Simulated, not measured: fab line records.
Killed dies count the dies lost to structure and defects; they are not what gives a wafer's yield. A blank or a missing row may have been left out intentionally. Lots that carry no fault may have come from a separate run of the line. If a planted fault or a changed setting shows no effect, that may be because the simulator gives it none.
fab line records	flow nandHarc
record lots=13	wafers=39	lastDay=33
route steps=1302 shown A_SLIT@939 A_WL_FILL@953
lots that met no fault: taken from a fault-free run of the same line
startH: hours from the record's opening day to when the first of the lot's shown wafers began	waitH: time in hours since the lot's previous step	" as in the row above	L1.1+2: a row that stands for several wafers	- no value present, or no start provided	* or withheld: withheld	< > ~ a bound
route shown NAME@n: a module of which the file shows steps, and the number in the route of the first	usual: mean and standard deviation over wafers with no fault	same: alike in all rows	chamber/n: place in a boat	sites: the reading at each site	_std_site: the values' standard deviation	_edge_site: inner sites' mean taken away from outer sites' mean	radiusMm: for every site, how far away it sits from the centre of the wafer	mask NAME#n: copy n	behind: the most recent tool/chamber to have shaped the wafer	hold: why the lot went on hold/how many hours it stayed there/how the hold came to an end	device: the transistor (n, p or np) that didn't switch	end of line: the route-end tests of the same wafers	step lacking rows: just its recipe	killed: dies that structure and defects cost at the first sort, which is not the same as the wafer's yield	map: a wafer's dies, x killed, . not, _ none there
set.NAME: the setting as run; set.NAME@STEP: as run at that earlier step	model.NAME: the simulator's own value behind a step, which no gauge read
route steps across a sampled set of lots; one table per step, one row per wafer
services: the hour from which a tool's chamber was out of use, counted from the record's first day as startH (under 0 if before that day), plus the number of hours and why
## steps
# step NHARC_A_SLIT_ETCH_17
# recipe biasV=900	sourceW=withheld	pressureMtorr=20	arFlowSccm=375	c4f8FlowSccm=83.3	o2FlowSccm=41.7	timeS=4254.5	targetDepthA=2.03e+05	chemistry=C4F8/O2/Ar
# usual drypumpMotorCurrentA=5.4/0.6	heBacksideLeakSccm=5.8/0.79	showerheadPlenumPTorr=3.69/0.12	throttleValvePct=32.046/0.0093
lot.wafer	tool	chamber	startH	waitH	drypumpMotorCurrentA	heBacksideLeakSccm	rfHoursCounterH	showerheadPlenumPTorr	throttleValvePct
L736.2	harEtch-01	1	454.38	-	5.2	6.1	244	3.61	32.049
L736.1	"	0	"	"	6.5	5.8	244	3.66	32.036
L736.5	"	0	457.37	-	6.5	5.5	-	3.66	32.046
L738.1	harEtch-01	1	469.69	-	5.2	6.1	255	3.60	32.062
L738.2	"	0	"	"	6.5	6.2	255	3.65	32.034
L738.3	"	0	471.50	-	6.5	6.5	-	3.65	32.041
L739.2	harEtch-02	0	470.17	-	4.8	5.5	46	3.68	32.040
L739.1	"	1	"	"	5.3	4.9	46	3.91	32.058
L739.6	"	0	472.60	-	4.8	5.4	-	3.68	32.039
L744.1	harEtch-01	1	537.05	1.3	5.2	6.2	294	3.58	32.058
L744.2	"	0	"	"	6.5	5.4	294	3.63	32.056
L744.5	"	0	540.03	3.6	6.5	5.6	-	3.63	32.042
L746.4	harEtch-01	1	562.89	-	5.2	6.5	-	3.57	32.042
L746.6	"	1	564.10	-	5.2	6.4	-	3.57	32.048
L746.5	"	0	"	"	6.5	5.7	-	3.62	32.056
L752.1	harEtch-01	0	613.99	-	6.5	6.1	339	3.60	32.064
L752.2	"	1	"	"	5.2	6.2	339	3.56	32.050
L752.4	"	1	615.81	-	5.2	12.1	-	3.56	32.058
L753.1	harEtch-02	1	615.53	-	5.3	5.8	127	3.87	32.052
L753.4	"	1	616.77	-	5.3	5.1	-	3.87	32.041
L753.3	"	0	"	"	4.8	5.7	-	3.64	32.052
L754.1	harEtch-02	1	626.03	-	5.3	5.6	131	3.87	32.052
L754.4	"	0	627.83	-	4.8	6.1	-	3.64	32.060
L754.5	"	1	"	"	5.3	5.6	-	3.87	32.031
L755.1	harEtch-02	1	629.82	-	5.3	5.7	134	3.86	32.047
L755.2	"	0	"	"	4.8	6.0	134	3.63	32.046
L755.4	"	0	631.60	-	4.8	6.0	-	3.63	32.053
L757.1	harEtch-01	1	655.97	-	5.2	6.4	366	3.54	32.049
L757.2	"	0	"	"	6.5	6.4	366	3.59	32.044
L757.4	"	1	"	"	5.2	6.3	-	3.54	32.052
L756.3	harEtch-02	1	658.32	-	5.3	5.5	-	3.85	32.058
L756.4	"	0	"	"	4.8	5.8	-	3.62	32.046
L756.6	"	1	"	"	5.3	5.4	-	3.85	32.068
L759.2	harEtch-02	0	662.29	-	4.8	5.7	157	3.62	32.044
L759.4	"	0	663.50	-	4.8	5.7	-	3.62	32.047
L759.3	"	1	"	"	5.3	5.6	-	3.85	32.051
L758.2	harEtch-02	1	670.84	-	5.3	5.7	161	3.85	32.033
L758.3	"	1	672.04	-	5.3	5.5	-	3.85	32.038
L758.6	"	1	673.25	-	5.3	5.3	-	3.85	32.033
# step NHARC_A_WL_FILL_RTA_01
# recipe tempC=1000	timeS=5
# usual lampPowerPct=31/3.1	wafer_temp_C_max=1007.1/2.6
lot.wafer	tool	chamber	startH	waitH	lampPowerPct	wafer_temp_C_max
L736.1	rtpAnneal-02	0	466.44	-	34	1004.0
L736.2	"	0	"	"	34	1004.7
L736.5	"	0	"	"	34	1004.8
L739.1	rtpAnneal-01	0	481.74	-	28	1007.6
L739.2	"	0	"	"	28	1009.5
L739.6	"	0	"	"	28	1011.3
L738.1	rtpAnneal-02	0	481.87	0.2	34	1005.6
L738.2	"	0	"	"	34	1003.4
L738.3	"	0	"	"	34	1005.5
L744.1	rtpAnneal-01	0	549.01	-	24	966.1
L744.2	"	0	"	"	24	963.3
L744.5	"	0	"	"	24	965.1
L746.4	rtpAnneal-01	0	573.73	-	24	965.1
L746.5	"	0	"	"	24	964.6
L746.6	"	0	"	"	24	965.4
L752.1	rtpAnneal-01	0	626.02	-	28	1006.1
L752.2	"	0	"	"	28	1008.8
L752.4	"	0	"	"	28	1008.4
L753.1	rtpAnneal-02	0	627.60	-	34	1005.5
L753.3	"	0	"	"	34	1004.0
L753.4	"	0	"	"	34	1006.8
L754.1	rtpAnneal-02	0	637.98	-	34	1004.5
L754.4	"	0	"	"	34	1003.7
L754.5	"	0	"	"	34	1005.0
L755.1	rtpAnneal-02	0	642.05	-	34	1005.2
L755.2	"	0	"	"	34	1004.0
L755.4	"	0	"	"	34	1004.3
L757.1	rtpAnneal-02	0	668.00	-	34	1005.6
L757.2	"	0	"	"	34	1004.0
L757.4	"	0	"	"	34	1004.5
L756.3	rtpAnneal-01	0	668.08	-	28	1012.9
L756.4	"	0	"	"	28	1008.6
L756.6	"	0	"	"	28	1009.0
L759.2	rtpAnneal-01	0	675.19	-	28	1009.0
L759.3	"	0	"	"	28	1009.4
L759.4	"	0	"	"	28	1011.2
L758.2	rtpAnneal-01	0	682.82	-	28	1008.1
L758.3	"	0	"	"	28	1007.5
L758.6	"	0	"	"	28	1009.7
# step NHARC_A_WL_FILL_STRIP_27
# recipe powerW=1500	tempC=250	timeS=20	chemistry=N2/H2
# usual drypumpMotorCurrentA=5.4/0.46	heaterPowerW=345/29
lot.wafer	tool	chamber	startH	waitH	drypumpMotorCurrentA	heaterPowerW	rfHoursCounterH
L736.1	plasmaAsher-01	1	467.94	0.1	5.8	346	22
L736.2	"	0	"	"	4.9	345	22
L736.5	"	0	"	"	4.8	354	-
L739.1	plasmaAsher-01	1	483.15	0.1	5.9	339	27
L739.2	"	0	"	"	4.9	339	27
L739.6	"	1	"	"	5.9	337	-
L738.1	plasmaAsher-01	0	483.46	0.1	4.9	344	27
L738.2	"	1	"	"	5.9	342	27
L738.3	"	0	"	"	4.8	352	-
L744.2	plasmaAsher-02	1	550.42	0.1	5.8	407	12
L744.1	"	0	"	"	5.0	305	12
L744.5	"	1	"	"	5.8	396	-
L746.4	plasmaAsher-01	1	575.10	0.1	5.9	345	-
L746.5	"	1	"	"	5.8	346	-
L746.6	"	0	"	"	4.9	334	-
L752.2	plasmaAsher-02	0	627.43	0.1	5.0	307	26
L752.1	"	1	"	"	5.8	402	26
L752.4	"	0	"	"	5.0	302	-
L753.1	plasmaAsher-01	1	629.03	0.1	5.9	342	18
L753.3	"	0	"	"	4.9	332	-
L753.4	"	1	"	"	5.9	350	-
L754.1	plasmaAsher-02	1	639.76	0.1	5.8	396	28
L754.4	"	0	"	"	5.0	309	-
L754.5	"	0	"	"	5.0	316	-
L755.2	plasmaAsher-02	1	643.46	0.1	5.8	410	29
L755.1	"	0	"	"	5.1	307	29
L755.4	"	0	"	"	5.0	314	-
L757.1	plasmaAsher-01	0	669.42	0.1	4.9	327	26
L757.2	"	1	"	"	5.9	347	26
L757.4	"	1	"	"	5.9	339	-
L756.3	plasmaAsher-01	1	669.59	0.3	5.8	348	-
L756.4	"	0	"	"	4.8	328	-
L756.6	"	1	"	"	5.8	349	-
L759.2	plasmaAsher-01	1	676.62	0.1	5.9	346	28
L759.4	"	0	"	"	4.8	339	-
L759.3	"	1	"	"	5.9	350	-
L758.2	plasmaAsher-01	1	684.21	0.1	5.8	356	30
L758.3	"	1	"	"	5.9	354	-
L758.6	"	0	"	"	4.9	325	-
# step NHARC_A_WL_FILL_ALD_10
# recipe targetThkA=500	pulseTimeS=10	aldCycles=500	tempC=300	material=SiO2
# usual heaterPowerW=464/46	precursorPulseHeightRel=1.000/0.021
lot.wafer	tool	chamber	startH	waitH	heaterPowerW	precursorPulseHeightRel
L736.1	aldHk-01	0	470.57	0.1	497	1.019
L736.2	"	1	"	"	414	1.001
L736.5	"	0	472.66	2.1	512	0.996
L739.2	aldHk-04	2	489.06	0.6	411	0.993
L739.1	"	3	"	"	509	0.969
L739.6	"	2	491.08	2.6	407	1.016
L738.2	aldHk-01	1	489.07	0.6	422	1.001
L738.1	"	2	"	"	425	0.989
L738.3	"	3	"	"	423	0.961
L744.2	aldHk-04	1	556.33	0.6	480	0.978
L744.1	"	3	557.34	1.6	506	1.014
L744.5	"	0	"	"	540	1.005
L746.4	aldHk-02	0	580.83	0.6	539	1.024
L746.6	"	3	582.41	2.2	503	0.980
L746.5	"	0	"	"	552	1.001
L752.1	aldHk-02	1	632.81	0.1	435	1.009
L752.4	"	2	"	"	415	1.027
L752.2	"	3	"	"	523	1.031
L753.1	aldHk-04	2	633.31	0.6	418	1.007
L753.3	"	3	"	"	510	0.982
L753.4	"	0	"	"	529	0.983
L754.4	aldHk-04	2	645.70	0.6	422	0.986
L754.1	"	3	"	"	500	1.009
L754.5	"	2	647.80	2.7	413	1.031
L755.2	aldHk-01	1	648.72	0.1	409	1.003
L755.4	"	2	"	"	432	0.996
L755.1	"	0	650.25	1.6	493	0.969
L756.3	aldHk-02	1	676.03	1.8	440	1.034
L756.4	"	2	"	"	427	1.009
L756.6	"	3	"	"	520	0.972
L757.1	aldHk-01	1	676.88	2.6	411	0.960
L757.4	"	2	"	"	419	0.989
L757.2	"	3	"	"	421	0.998
L759.3	aldHk-02	0	681.50	0.0	529	1.017
L759.2	"	2	682.52	1.1	430	0.970
L759.4	"	3	"	"	525	1.030
L758.3	aldHk-02	1	692.80	0.1	440	1.029
L758.2	"	0	694.34	1.6	524	1.031
L758.6	"	1	"	"	439	0.996
## services
tool	chamber	startH	hours	kind
aldHk-04	-	432.08	10.0	pm
aldHk-04	-	476.97	2.1	repair
aldHk-02	-	487.98	1.1	repair
aldHk-04	-	492.85	0.5	repair
plasmaAsher-02	-	498.74	9.0	pm
harEtch-02	-	499.85	1.0	repair
plasmaAsher-01	-	519.27	9.0	pm
plasmaAsher-01	0	519.27	9.0	ventCycle
plasmaAsher-01	1	519.27	9.0	ventCycle
plasmaAsher-01	0	528.27	-	clean
plasmaAsher-01	1	528.27	-	clean
aldHk-02	-	531.74	10.0	pm
aldHk-02	0	531.74	10.0	ventCycle
aldHk-02	1	531.74	10.0	ventCycle
aldHk-02	2	531.74	10.0	ventCycle
aldHk-02	3	531.74	10.0	ventCycle
plasmaAsher-01	-	532.95	7.7	repair
aldHk-02	0	541.74	-	clean
plasmaAsher-02	-	593.06	2.5	repair
aldHk-04	-	613.71	10.0	pm
aldHk-01	-	653.29	10.0	pm
aldHk-04	-	666.25	8.0	repair
aldHk-01	-	674.00	0.3	repair
plasmaAsher-02	-	675.83	9.0	pm
## key
firstSign step=NHARC_A_WL_FILL_RTA_01	reading=wafer_temp_C_max	direction=down	sigmas=16	usual=*	struck=*
effect step=NHARC_A_WL_FILL_RTA_01	reading=lampPowerPct	direction=down	sigmas=2.1	usual=31	struck=24
metAt NHARC_A_WL_FILL_RTA_01
struckLots L744,L746
testerLeftOut L744,L746
notActingAt NHARC_A_SLIT_ETCH_17,NHARC_A_WL_FILL_STRIP_27,NHARC_A_WL_FILL_ALD_10
onsetBetween 481.74 549.01
fault kind=processParameterDrift	tool=rtpAnneal-01	chamber=-	onsetH=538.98	steps=NHARC_A_WL_FILL_RTA_01	channel=tempC	offset=*	shape=step	endH=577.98	actsIn=*	stated=*
# testerLeftOut: of these lots the tester's yield and bins aren't shown, on N5 and GAA mostly nor the transistor test; their killed dies are dies lost to structure and defects alone, not to doping, threshold or leakage, so they don't give the yield
